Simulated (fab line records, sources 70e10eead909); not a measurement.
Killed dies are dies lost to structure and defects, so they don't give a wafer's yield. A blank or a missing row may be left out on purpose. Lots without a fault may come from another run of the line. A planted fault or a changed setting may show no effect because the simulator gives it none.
Which tool did it? | flow nand_harc | 6 lots, 18 wafers sampled, at 2 steps of a route of 1302

WHAT THE GAUGES READ, wafer by wafer
NHARC_A_DECK1_JOINT_THK_MEAS_14: measures by ellipsometry.
lot  | measured     | on            | thk_nm (nm)
L266 | day 12 18:45 | film_metro-02 | 52.0 49.7 50.8
L268 | day 13 14:26 | film_metro-01 | 51.8 52.0 51.1
L271 | day 15 02:30 | film_metro-01 | 50.8 54.4 51.9
L274 | day 16 04:32 | film_metro-02 | 51.6 50.7 50.1
L279 | day 18 11:14 | film_metro-01 | 53.1 49.2 50.2
L284 | day 20 21:01 | film_metro-02 | 49.0 50.8 54.8

WHICH TOOL RAN EACH LOT (tool, then ch and the chambers of the sampled wafers, then the start)
lot  | NHARC_A_CHANNEL_FILL_D1_ALD_02
L266 | ald_hk-04 ch 0,3, day 10 09:35
L268 | ald_hk-04 ch 1,2,3, day 11 05:47
L271 | ald_hk-02 ch 0,1,2, day 12 13:44
L274 | ald_hk-04 ch 1,2,3, day 13 12:44
L279 | ald_hk-03 ch 0,3, day 15 20:10
L284 | ald_hk-04 ch 0,1, day 18 10:28
- NHARC_A_CHANNEL_FILL_D1_ALD_02: deposits SiO2, target thk 6 nm, pulse time 10 s, ald cycles 60.

THE ANSWER, worked out from the rows above alone
Rule: what is usual is taken from the lots themselves. Put in order of their means at a reading, lots are off if they are a third of the lots or fewer, leave a main group of 4 or more, and stand apart from it by a gap of 3 or more times the standard deviation of the main group's means; of several such gaps the widest counts. A main group whose means are all the same, to the digits that the tables above print for the reading, isn't used. A lot without any number at a reading at which 4 lots or more have one is off too. The other lots that the step has rows for count as sound.
No lot is off at any reading shown: from this, nothing can be told.

WHAT THE SIMULATOR HAD PUT IN
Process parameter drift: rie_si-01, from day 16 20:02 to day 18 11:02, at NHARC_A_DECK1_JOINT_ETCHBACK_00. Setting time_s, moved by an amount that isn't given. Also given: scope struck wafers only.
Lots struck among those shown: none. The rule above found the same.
